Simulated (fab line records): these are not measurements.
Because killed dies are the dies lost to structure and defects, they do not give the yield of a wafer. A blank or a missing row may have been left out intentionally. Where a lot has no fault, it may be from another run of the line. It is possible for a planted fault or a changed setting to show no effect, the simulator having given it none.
Split-lot trial / flow n5Finfet / 7 lots, 21 wafers read, on a route of 1938 steps

SPLIT DETAILS
At N5_MOL_CONTACT_COAG_ETCHBACK_135 (etches SiO2 in CHF3, target depth 25 nm, time 16.7 s), the setting timeS was moved away from the recipe's 16.7 s on 6 of the 21 wafers read, by -21.4% to +12.3%. All remaining wafers had this setting at the recipe value.

The reading comes from the split's own step.

THE READING
SOC_of_MOL_CONTACT_COAG_COAT_75.thkNm (the simulator's own value, which no gauge read), in nm, at N5_MOL_CONTACT_COAG_ETCHBACK_135 (etches SiO2 in CHF3, target depth 25 nm, time 16.7 s). There is no usual value for it anywhere in the file. Across the 15 wafers here that went through the recipe, the average is 57.4 nm and the standard deviation 0.19 nm.

wafer=L075.2; tool, chamber at the split=rieDiel-02, 1; timeS as run, s=16.7; against the recipe=recipe; SOC_of_MOL_CONTACT_COAG_COAT_75.thkNm, nm=57.2; against lot-mates on the recipe=-
wafer=L075.3; tool, chamber at the split=rieDiel-02, 0; timeS as run, s=16.7; against the recipe=recipe; SOC_of_MOL_CONTACT_COAG_COAT_75.thkNm, nm=57.4; against lot-mates on the recipe=-
wafer=L075.5; tool, chamber at the split=rieDiel-02, 1; timeS as run, s=16.7; against the recipe=recipe; SOC_of_MOL_CONTACT_COAG_COAT_75.thkNm, nm=57.6; against lot-mates on the recipe=-
wafer=L084.3; tool, chamber at the split=rieDiel-06, 3,1,2; timeS as run, s=16.7; against the recipe=recipe; SOC_of_MOL_CONTACT_COAG_COAT_75.thkNm, nm=57.2; against lot-mates on the recipe=-
wafer=L084.5; tool, chamber at the split=rieDiel-06, 3,1,2; timeS as run, s=16.7; against the recipe=recipe; SOC_of_MOL_CONTACT_COAG_COAT_75.thkNm, nm=57.2; against lot-mates on the recipe=-
wafer=L084.6; tool, chamber at the split=rieDiel-06, 3,1,2; timeS as run, s=16.7; against the recipe=recipe; SOC_of_MOL_CONTACT_COAG_COAT_75.thkNm, nm=57.2; against lot-mates on the recipe=-
wafer=L085.1; tool, chamber at the split=rieDiel-02, 3,0; timeS as run, s=18.75; against the recipe=+12.3%; SOC_of_MOL_CONTACT_COAG_COAT_75.thkNm, nm=56.8; against lot-mates on the recipe=-0.4
wafer=L085.4; tool, chamber at the split=rieDiel-02, 3,0; timeS as run, s=18.75; against the recipe=+12.3%; SOC_of_MOL_CONTACT_COAG_COAT_75.thkNm, nm=56.8; against lot-mates on the recipe=-0.4
wafer=L085.6; tool, chamber at the split=rieDiel-02, 2; timeS as run, s=16.7; against the recipe=recipe; SOC_of_MOL_CONTACT_COAG_COAT_75.thkNm, nm=57.2; against lot-mates on the recipe=-
wafer=L090.3; tool, chamber at the split=rieDiel-06, 0,3,0; timeS as run, s=16.7; against the recipe=recipe; SOC_of_MOL_CONTACT_COAG_COAT_75.thkNm, nm=57.4; against lot-mates on the recipe=-
wafer=L090.4; tool, chamber at the split=rieDiel-06, 0,3,0; timeS as run, s=16.7; against the recipe=recipe; SOC_of_MOL_CONTACT_COAG_COAT_75.thkNm, nm=57.4; against lot-mates on the recipe=-
wafer=L090.5; tool, chamber at the split=rieDiel-06, 0,3,0; timeS as run, s=16.7; against the recipe=recipe; SOC_of_MOL_CONTACT_COAG_COAT_75.thkNm, nm=57.4; against lot-mates on the recipe=-
wafer=L092.1; tool, chamber at the split=rieDiel-05, 3,0; timeS as run, s=13.13; against the recipe=-21.4%; SOC_of_MOL_CONTACT_COAG_COAT_75.thkNm, nm=58; against lot-mates on the recipe=+0.6
wafer=L092.4; tool, chamber at the split=rieDiel-05, 3,0; timeS as run, s=13.13; against the recipe=-21.4%; SOC_of_MOL_CONTACT_COAG_COAT_75.thkNm, nm=58; against lot-mates on the recipe=+0.6
wafer=L092.3; tool, chamber at the split=rieDiel-05, 1; timeS as run, s=16.7; against the recipe=recipe; SOC_of_MOL_CONTACT_COAG_COAT_75.thkNm, nm=57.4; against lot-mates on the recipe=-
wafer=L093.3; tool, chamber at the split=rieDiel-05, 1; timeS as run, s=16.7; against the recipe=recipe; SOC_of_MOL_CONTACT_COAG_COAT_75.thkNm, nm=57.8; against lot-mates on the recipe=-
wafer=L093.4; tool, chamber at the split=rieDiel-05, 0,1; timeS as run, s=16.7; against the recipe=recipe; SOC_of_MOL_CONTACT_COAG_COAT_75.thkNm, nm=57.6; against lot-mates on the recipe=-
wafer=L093.5; tool, chamber at the split=rieDiel-05, 0,1; timeS as run, s=16.7; against the recipe=recipe; SOC_of_MOL_CONTACT_COAG_COAT_75.thkNm, nm=57.6; against lot-mates on the recipe=-
wafer=L096.2; tool, chamber at the split=rieDiel-05, 2; timeS as run, s=16.7; against the recipe=recipe; SOC_of_MOL_CONTACT_COAG_COAT_75.thkNm, nm=57.2; against lot-mates on the recipe=-
wafer=L096.3; tool, chamber at the split=rieDiel-05, 1; timeS as run, s=13.86; against the recipe=-17.0%; SOC_of_MOL_CONTACT_COAG_COAT_75.thkNm, nm=57.6; against lot-mates on the recipe=+0.4
wafer=L096.5; tool, chamber at the split=rieDiel-05, 0; timeS as run, s=13.86; against the recipe=-17.0%; SOC_of_MOL_CONTACT_COAG_COAT_75.thkNm, nm=57.4; against lot-mates on the recipe=+0.2
If several chambers appear in one row, that row covers several wafers at once and the file leaves open which wafer was in which chamber.

FIT RESULTS
A straight line over all 21 wafers: SOC_of_MOL_CONTACT_COAG_COAT_75.thkNm changes by -0.0263 nm for each +1% of timeS; r = -0.76; the points scatter about the line by 0.21 nm.
The same after taking each lot's own level away (the mean of its wafers on the recipe; 21 wafers): -0.026 nm for each +1%; r = -0.93; scatter 0.097 nm.
On that fit, the largest move of timeS shifts the reading by 0.55 nm.
The span of the lots' own levels, 57.20 to 57.67 nm, comes to 2.5 times the standard deviation stated above.
So the lot-to-lot level blurs the effect unless lot-mates are compared.
Check: with one of the wafers moved furthest among these (-21.4%) left out of the fit, the line predicts +0.516 nm for it against its lot-mates. Against them it came out at +0.6 nm.

THESE WAFERS: OTHER SPLITS
These wafers also went through other splits before the reading. Each is held against what the fit with the lots' levels taken away leaves over:
other split on the same wafers=N5_SD_EPI_P_COAT_34 spinRpm; wafers away from the commonest value=5; r with SOC_of_MOL_CONTACT_COAG_COAT_75.thkNm (lot level and that fit taken away)=+0.25
other split on the same wafers=N5_SD_EPI_P_EPI_21 timeS; wafers away from the commonest value=2; r with SOC_of_MOL_CONTACT_COAG_COAT_75.thkNm (lot level and that fit taken away)=+0.40
other split on the same wafers=N5_SD_ACTIVATION_LSA_01 tempC; wafers away from the commonest value=6; r with SOC_of_MOL_CONTACT_COAG_COAT_75.thkNm (lot level and that fit taken away)=-0.07
other split on the same wafers=N5_HKMG_FIN_ETCH_55 timeS; wafers away from the commonest value=9; r with SOC_of_MOL_CONTACT_COAG_COAT_75.thkNm (lot level and that fit taken away)=-0.29
other split on the same wafers=N5_GATE_CUT_ETCH_37 biasW; wafers away from the commonest value=9; r with SOC_of_MOL_CONTACT_COAG_COAT_75.thkNm (lot level and that fit taken away)=-0.05

THE FILE'S OWN FIT
SOC_of_MOL_CONTACT_COAG_COAT_75.thkNm changes by -0.0255 nm for each +1% of timeS, r = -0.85.
